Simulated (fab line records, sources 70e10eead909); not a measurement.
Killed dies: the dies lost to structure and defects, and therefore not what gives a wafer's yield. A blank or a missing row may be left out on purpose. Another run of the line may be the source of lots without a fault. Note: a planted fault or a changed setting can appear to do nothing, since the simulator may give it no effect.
Which of the tools did it? -- flow nand_harc -- 72 wafers from 24 lots sampled at 5 of the route's 1302 steps

## WHAT THE GAUGES SHOWED, per wafer
NHARC_A_M0_INSPECT_11.
lot,measured,on,raw_defect_count
L074,day 21 20:26,defect_inspect-02,95 101 81
L075,day 22 03:17,defect_inspect-02,76 81 73
L076,day 22 18:48,defect_inspect-01,104 100 82
L078,day 22 20:01,defect_inspect-02,124 125 126
L077,day 24 00:04,defect_inspect-02,109 114 121
L080,day 24 04:45,defect_inspect-02,108 127 100
L079,day 24 05:07,defect_inspect-01,114 101 89
L081,day 25 06:13,defect_inspect-02,135 134 131
L082,day 25 12:05,defect_inspect-01,101 95 84
L083,day 25 22:20,defect_inspect-01,80 82 95
L084,day 26 03:22,defect_inspect-01,121 116 105
L085,day 26 06:40,defect_inspect-02,94 94 79
L086,day 26 23:04,defect_inspect-01,47 49 41
L087,day 27 01:14,defect_inspect-01,121 139 102
L088,day 27 06:43,defect_inspect-01,28 29 35
L089,day 27 09:02,defect_inspect-01,164 154 169
L090,day 27 15:58,defect_inspect-02,26 29 33
L092,day 28 23:41,defect_inspect-01,89 91 65
L091,day 29 02:05,defect_inspect-01,108 93 110
L094,day 30 04:38,defect_inspect-01,159 180 163
L093,day 30 06:13,defect_inspect-01,29 45 40
L096,day 30 18:32,defect_inspect-02,50 49 49
L095,day 30 22:49,defect_inspect-01,63 71 64
L097,day 31 04:46,defect_inspect-01,111 124 88

NHARC_A_BONDPAD_CD_MEAS_09: the cd target is 500 nm.
lot,measured,on,cd_nm (nm)
L074,day 22 05:16,cd_sem-02,498.6 500.1 499.9
L075,day 22 11:58,cd_sem-01,499.0 502.5 502.4
L076,day 23 03:19,cd_sem-01,503.4 503.0 504.5
L078,day 23 04:38,cd_sem-02,499.7 497.7 498.6
L077,day 24 09:34,cd_sem-01,499.3 497.2 498.9
L080,day 24 13:12,cd_sem-02,500.9 500.3 498.8
L079,day 24 13:44,cd_sem-02,502.0 498.4 502.2
L081,day 25 14:55,cd_sem-02,499.1 500.7 501.2
L082,day 25 20:34,cd_sem-02,501.3 502.4 503.5
L083,day 26 06:50,cd_sem-01,499.5 496.1 497.0
L084,day 26 11:51,cd_sem-01,500.0 500.4 500.2
L085,day 26 15:10,cd_sem-03,500.8 499.9 500.7
L086,day 27 07:29,cd_sem-01,496.0 499.4 495.5
L087,day 27 09:44,cd_sem-01,504.2 501.8 503.9
L088,day 27 15:22,cd_sem-02,502.4 500.5 499.7
L089,day 27 17:47,cd_sem-01,496.0 498.0 495.2
L090,day 28 00:20,cd_sem-02,502.2 500.8 501.1
L092,day 29 08:11,cd_sem-03,501.0 499.9 500.4
L091,day 29 10:48,cd_sem-03,498.2 498.9 500.1
L094,day 30 13:17,cd_sem-02,498.3 497.4 500.2
L093,day 30 14:41,cd_sem-01,501.2 500.8 502.3
L096,day 31 05:33,cd_sem-01,500.9 500.5 503.5
L095,day 31 07:41,cd_sem-02,498.8 501.7 500.7
L097,day 31 13:29,cd_sem-01,498.1 500.4 498.5

## EACH LOT AND THE TOOL THAT RAN IT (in order: tool; ch and the chambers of the sampled wafers; start)
lot,NHARC_A_M0_ANNEAL_30,NHARC_A_M0_PRE_CLEAN_31,NHARC_A_M1_DEP_33
L074,"rtp_anneal-02 ch 0, day 21 22:13","pecvd-02 ch 1,2, day 21 23:05","pecvd-02 ch 0,2, day 22 03:30"
L075,"rtp_anneal-02 ch 0, day 22 05:07","pecvd-01 ch 0,2, day 22 05:55","pecvd-01 ch 0,2, day 22 10:23"
L076,"rtp_anneal-01 ch 0, day 22 20:35","pecvd-01 ch 0,1, day 22 21:26","pecvd-01 ch 1,2, day 23 01:43"
L078,"rtp_anneal-02 ch 0, day 22 21:44","pecvd-04 ch 0,1,2, day 22 22:39","pecvd-04 ch 0,1, day 23 02:54"
L077,"rtp_anneal-02 ch 0, day 24 02:50","pecvd-04 ch 0,1,2, day 24 03:37","pecvd-01 ch 0,1, day 24 07:51"
L080,"rtp_anneal-01 ch 0, day 24 06:28","pecvd-04 ch 0,1,2, day 24 07:22","pecvd-01 ch 0,1,2, day 24 11:26"
L079,"rtp_anneal-01 ch 0, day 24 06:52","pecvd-02 ch 0,1, day 24 07:43","pecvd-02 ch 0,1,2, day 24 11:57"
L081,"rtp_anneal-01 ch 0, day 25 07:56","pecvd-02 ch 0,1, day 25 08:50","pecvd-02 ch 0,1,2, day 25 13:08"
L082,"rtp_anneal-01 ch 0, day 25 13:52","pecvd-02 ch 0,2, day 25 14:42","pecvd-02 ch 1,2, day 25 18:55"
L083,"rtp_anneal-01 ch 0, day 26 00:04","pecvd-04 ch 0,1, day 26 00:56","pecvd-04 ch 0,1, day 26 05:05"
L084,"rtp_anneal-01 ch 0, day 26 05:05","pecvd-04 ch 0,1, day 26 05:59","pecvd-01 ch 0,1,2, day 26 10:05"
L085,"rtp_anneal-01 ch 0, day 26 08:25","pecvd-02 ch 0,1, day 26 09:17","pecvd-01 ch 0,1,2, day 26 13:29"
L086,"rtp_anneal-02 ch 0, day 27 00:53","pecvd-04 ch 0,2, day 27 01:43","pecvd-01 ch 1,2, day 27 05:53"
L087,"rtp_anneal-02 ch 0, day 27 02:56","pecvd-02 ch 0,1,2, day 27 03:50","pecvd-04 ch 0,1,2, day 27 07:57"
L088,"rtp_anneal-01 ch 0, day 27 08:29","pecvd-01 ch 0,1,2, day 27 09:20","pecvd-02 ch 1,2, day 27 13:35"
L089,"rtp_anneal-01 ch 0, day 27 10:53","pecvd-01 ch 0,2, day 27 11:42","pecvd-02 ch 0,1,2, day 27 16:00"
L090,"rtp_anneal-01 ch 0, day 27 17:47","pecvd-02 ch 0,1, day 27 18:34","pecvd-01 ch 0,1,2, day 27 22:46"
L092,"rtp_anneal-01 ch 0, day 29 01:31","pecvd-04 ch 0,2, day 29 02:17","pecvd-02 ch 0,1, day 29 06:32"
L091,"rtp_anneal-01 ch 0, day 29 03:49","pecvd-02 ch 0,1,2, day 29 04:55","pecvd-01 ch 1,2, day 29 09:04"
L094,"rtp_anneal-02 ch 0, day 30 06:31","pecvd-04 ch 0,1,2, day 30 07:17","pecvd-01 ch 0,1,2, day 30 11:37"
L093,"rtp_anneal-02 ch 0, day 30 07:58","pecvd-02 ch 1,2, day 30 08:47","pecvd-01 ch 0,1, day 30 12:53"
L096,"rtp_anneal-01 ch 0, day 30 20:18","pecvd-01 ch 0,1, day 30 21:16","pecvd-02 ch 0,1,2, day 31 03:56"
L095,"rtp_anneal-01 ch 0, day 31 00:34","pecvd-04 ch 0,1, day 31 01:25","pecvd-01 ch 0,1,2, day 31 05:54"
L097,"rtp_anneal-01 ch 0, day 31 06:32","pecvd-02 ch 0,1,2, day 31 07:25","pecvd-04 ch 0,1,2, day 31 11:42"
- NHARC_A_M0_ANNEAL_30: time 90 s.
- NHARC_A_M0_PRE_CLEAN_31: time 12 s.
- NHARC_A_M1_DEP_33: deposits SiCN, target thk 30 nm.

## AS READ BY THE TOOLS THEMSELVES (means over the sampled wafers that have a number; for cases with no such wafer, the mark the record gives instead)
NHARC_A_M0_ANNEAL_30.
lot,tool,wafer_temp_C_max
L074,rtp_anneal-02,226.0
L075,rtp_anneal-02,226.0
L076,rtp_anneal-01,226.5
L078,rtp_anneal-02,225.6
L077,rtp_anneal-02,226.1
L080,rtp_anneal-01,226.5
L079,rtp_anneal-01,226.3
L081,rtp_anneal-01,226.4
L082,rtp_anneal-01,226.4
L083,rtp_anneal-01,226.3
L084,rtp_anneal-01,226.3
L085,rtp_anneal-01,226.5
L086,rtp_anneal-02,226.1
L087,rtp_anneal-02,226.1
L088,rtp_anneal-01,226.1
L089,rtp_anneal-01,226.3
L090,rtp_anneal-01,226.0
L092,rtp_anneal-01,226.1
L091,rtp_anneal-01,226.3
L094,rtp_anneal-02,226.0
L093,rtp_anneal-02,226.0
L096,rtp_anneal-01,226.4
L095,rtp_anneal-01,226.4
L097,rtp_anneal-01,226.2

NHARC_A_M0_PRE_CLEAN_31.
lot,tool,heater_power_outer_w (W),heater_power_w (W),susceptor_temp_C (C)
L074,pecvd-02,334,605,370.06
L075,pecvd-01,406,656,370.06
L076,pecvd-01,322,584,369.92
L078,pecvd-04,345,601,370.17
L077,pecvd-04,352,605,369.84
L080,pecvd-04,309,557,369.91
L079,pecvd-02,386,669,370.28
L081,pecvd-02,421,705,369.89
L082,pecvd-02,418,730,369.68
L083,pecvd-04,289,524,370.10
L084,pecvd-04,330,570,370.04
L085,pecvd-02,414,715,370.07
L086,pecvd-04,390,684,369.93
L087,pecvd-02,389,684,370.06
L088,pecvd-01,367,631,370.08
L089,pecvd-01,386,641,370.20
L090,pecvd-02,347,618,370.05
L092,pecvd-04,375,653,370.11
L091,pecvd-02,374,669,370.11
L094,pecvd-04,361,625,370.04
L093,pecvd-02,364,664,369.87
L096,pecvd-01,344,632,369.96
L095,pecvd-04,375,658,370.08
L097,pecvd-02,409,689,370.11

NHARC_A_M1_DEP_33.
lot,tool,heater_power_outer_w (W),heater_power_w (W),showerhead_vpp_V (V),susceptor_temp_C (C)
L074,pecvd-02,336,632,1278,370.25
L075,pecvd-01,360,612,1342,370.05
L076,pecvd-01,314,554,1351,369.99
L078,pecvd-04,338,606,1202,370.06
L077,pecvd-01,320,575,1331,369.88
L080,pecvd-01,325,566,1345,369.74
L079,pecvd-02,317,602,1287,369.95
L081,pecvd-02,324,603,1276,369.90
L082,pecvd-02,353,636,1275,370.22
L083,pecvd-04,245,469,1264,370.16
L084,pecvd-01,332,587,1343,369.91
L085,pecvd-01,338,588,1354,369.84
L086,pecvd-01,326,581,1342,370.07
L087,pecvd-04,284,529,1236,369.84
L088,pecvd-02,364,640,1270,369.95
L089,pecvd-02,362,643,1285,370.14
L090,pecvd-01,313,552,1338,370.01
L092,pecvd-02,372,649,1277,370.10
L091,pecvd-01,367,599,1350,370.01
L094,pecvd-01,342,588,1342,369.99
L093,pecvd-01,326,594,1342,369.95
L096,pecvd-02,355,633,1289,369.86
L095,pecvd-01,358,626,1342,370.11
L097,pecvd-04,330,588,1240,369.88

## THE ANSWER, worked out from the rows above alone
Rule: usual is defined by the lots themselves. Put in order of their means at a reading, lots are off if they are a third of the lots or fewer, leave a main group of 4 or more, and stand apart from it by a gap of 3 or more times the standard deviation of the main group's means; of several such gaps the widest counts. If all means in a main group match to the digits the tables above print for the reading, that group is not used. A lot without any number at a reading at which 4 lots or more have one is off too. All remaining lots with rows at the step are treated as sound. Order of review: gauges by route order, followed by the tools' own readings, for which a lot's mean as printed above is used. The first step at which some lot is off is used, and at that step the reading that is off furthest; a lot without a number counts as furthest.
None of the lots is off at any reading shown; this tells nothing.

## WHAT THE SIMULATOR HAD PUT IN
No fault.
